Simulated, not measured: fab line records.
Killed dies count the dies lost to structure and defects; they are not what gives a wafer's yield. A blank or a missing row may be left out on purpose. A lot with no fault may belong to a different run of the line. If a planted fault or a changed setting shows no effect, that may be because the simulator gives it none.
Chamber matching    flow nandHarc    4 sister chambers for NHARC_P_M1_ETCH_35 on rieDiel-02
The step etches the open film in N2/H2, target depth 40 nm, overetch 12 nm, time 43.94 s. 4 wafers are shown with their chamber, then 8 later ones without.

## EACH WAFER AND ITS CHAMBER
wafer   chamber  rfVppV (V)
L766.1  3        430.6
L766.2  0        427.8
L766.3  2        429.5
L768.1  1        427.2

## WAFERS MISSING THEIR CHAMBER
wafer   rfVppV (V)
L768.2  427.6
L768.5  430.9
L769.1  428.2
L769.3  424.9
L769.5  430.1
L770.1  427.9
L770.2  429.4
L770.3  430.8

## WHICH CHAMBER EACH ONE RAN IN
wafer   from the rows above           in truth
L768.2  can't be placed: 0 or 1 or 2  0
L768.5  can't be placed: 3 or 2       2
L769.1  can't be placed: 0 or 1 or 2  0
L769.3  can't be placed: 1 or 0       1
L769.5  can't be placed: 3 or 2       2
L770.1  can't be placed: 0 or 1 or 2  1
L770.2  can't be placed: 2 or 3 or 0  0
L770.3  can't be placed: 3 or 2       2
Placed correctly: 0 of 8. Unplaceable from these rows: 8, with the true chamber sitting among the candidates in 8. Placed wrongly: 0.
How it was worked out, from the rows above alone: a wafer's distance from a chamber is the root of the sum, over the readings, of the square of ((its reading less the chamber's mean) divided by the reading's scatter). The wafer belongs to the nearest chamber; if the next one is less than 2 further off, it can't be placed. For every chamber, the mean is computed from those of its wafers that are shown. The scatter (one wafer shown for each chamber): square how far every hidden wafer sits from the nearest shown wafer, average those squares and take the square root.
